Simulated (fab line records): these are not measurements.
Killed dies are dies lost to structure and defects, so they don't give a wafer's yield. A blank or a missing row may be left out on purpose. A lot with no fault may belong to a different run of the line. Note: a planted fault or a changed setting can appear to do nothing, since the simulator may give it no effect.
The tool behind it: which one? | flow nandHarc | 12 lots with 36 wafers sampled at 4 steps, on a route of 1159 steps

== WHAT THE GAUGES READ, wafer by wafer ==
NHARC_A_ONON_D1_THK_MEAS_14: measures by ellipsometry.
lot  | measured     | on           | thkNm (nm)
L075 | day 7 22:04  | filmMetro-01 | 1003 1004 1006
L077 | day 8 10:31  | filmMetro-02 | 986 988 986
L079 | day 8 20:43  | filmMetro-01 | 1007 1008 1006
L082 | day 9 15:49  | filmMetro-01 | 991 992 989
L083 | day 9 15:35  | filmMetro-01 | 1012 1011 1010
L084 | day 10 02:23 | filmMetro-01 | 1001 999 1000
L086 | day 10 18:33 | filmMetro-01 | 1022 1021 1022
L090 | day 11 05:14 | filmMetro-02 | 1007 1009 1008
L092 | day 11 22:28 | filmMetro-02 | 993 994 996
L093 | day 12 11:34 | filmMetro-01 | 984 983 984
L095 | day 12 22:23 | filmMetro-02 | 978 978 979
L097 | day 13 02:35 | filmMetro-01 | 1021 1022 1021

== EACH LOT AND THE TOOL THAT RAN IT (in order: tool; ch and the chambers of the sampled wafers; start) ==
lot  | NHARC_P_BONDPAD_ETCH_12                      | NHARC_P_BONDPAD_STRIP_15          | NHARC_P_BONDPAD_PRE_CLEAN_26
L075 | rieDiel-04 ch 2,3, day 6 17:34 or earlier    | rieDiel-04 ch 1,2, day 6 17:34    | pvdSputter-02, day 7 22:04 or earlier
L077 | rieDiel-08 ch 0,1, day 7 05:59 or earlier    | rieDiel-08 ch 0,1,3, day 7 05:59  | pvdSputter-01, day 8 10:31 or earlier
L079 | rieDiel-04 ch 0,1, day 7 15:43 or earlier    | rieDiel-05 ch 1,2,3, day 7 15:43  | pvdSputter-02, day 8 20:43 or earlier
L082 | rieDiel-04 ch 0,1,2, day 8 09:10 or earlier  | rieDiel-04 ch 0,1,3, day 8 09:10  | pvdSputter-02, day 9 15:49 or earlier
L083 | rieDiel-08 ch 2,3, day 8 10:46 or earlier    | rieDiel-04 ch 0,2,3, day 8 10:46  | pvdSputter-03, day 9 15:35 or earlier
L084 | rieDiel-05 ch 0,1,2, day 8 22:08 or earlier  | rieDiel-08 ch 1,2,3, day 8 22:08  | pvdSputter-03, day 10 02:23 or earlier
L086 | rieDiel-05 ch 0,1,2, day 9 11:48 or earlier  | rieDiel-05 ch 0,2, day 9 11:48    | pvdSputter-03, day 10 18:33 or earlier
L090 | rieDiel-04 ch 1,2, day 10 00:41 or earlier   | rieDiel-04 ch 1,2, day 10 00:41   | pvdSputter-03, day 11 05:14 or earlier
L092 | rieDiel-04 ch 0,1,3, day 10 15:57 or earlier | rieDiel-04 ch 0,1,2, day 10 15:57 | pvdSputter-01, day 11 22:28 or earlier
L093 | rieDiel-08 ch 0,2, day 11 03:10 or earlier   | rieDiel-05 ch 1,2, day 11 03:10   | pvdSputter-03, day 12 11:34 or earlier
L095 | rieDiel-04 ch 1,3, day 11 15:34 or earlier   | rieDiel-04 ch 0,2,3, day 11 15:34 | pvdSputter-03, day 12 22:23 or earlier
L097 | rieDiel-04 ch 2,3, day 11 21:45 or earlier   | rieDiel-04 ch 0,1, day 11 21:45   | pvdSputter-03, day 13 02:35 or earlier
- NHARC_P_BONDPAD_ETCH_12: etches the open film in CHF3/O2, target depth 200 nm, time 100 s.
- NHARC_P_BONDPAD_STRIP_15: strips in O2.
- NHARC_P_BONDPAD_PRE_CLEAN_26: time 30 s.

== THE ANSWER, worked out from the rows above alone ==
Rule: usual is defined by the lots themselves. Put in order of their means at a reading, lots are off if they are a third of the lots or fewer, leave a main group of 4 or more, and stand apart from it by a gap of 3 or more times the standard deviation of the main group's means; of several such gaps the widest counts. Not used: any main group whose means are identical at the precision the tables above print for the reading. Also off: a lot with no number at a reading for which 4 or more lots have one. The other lots that the step has rows for count as sound.
No lot is off at any reading shown: from this, nothing can be told.

== WHAT THE SIMULATOR HAD PUT IN ==
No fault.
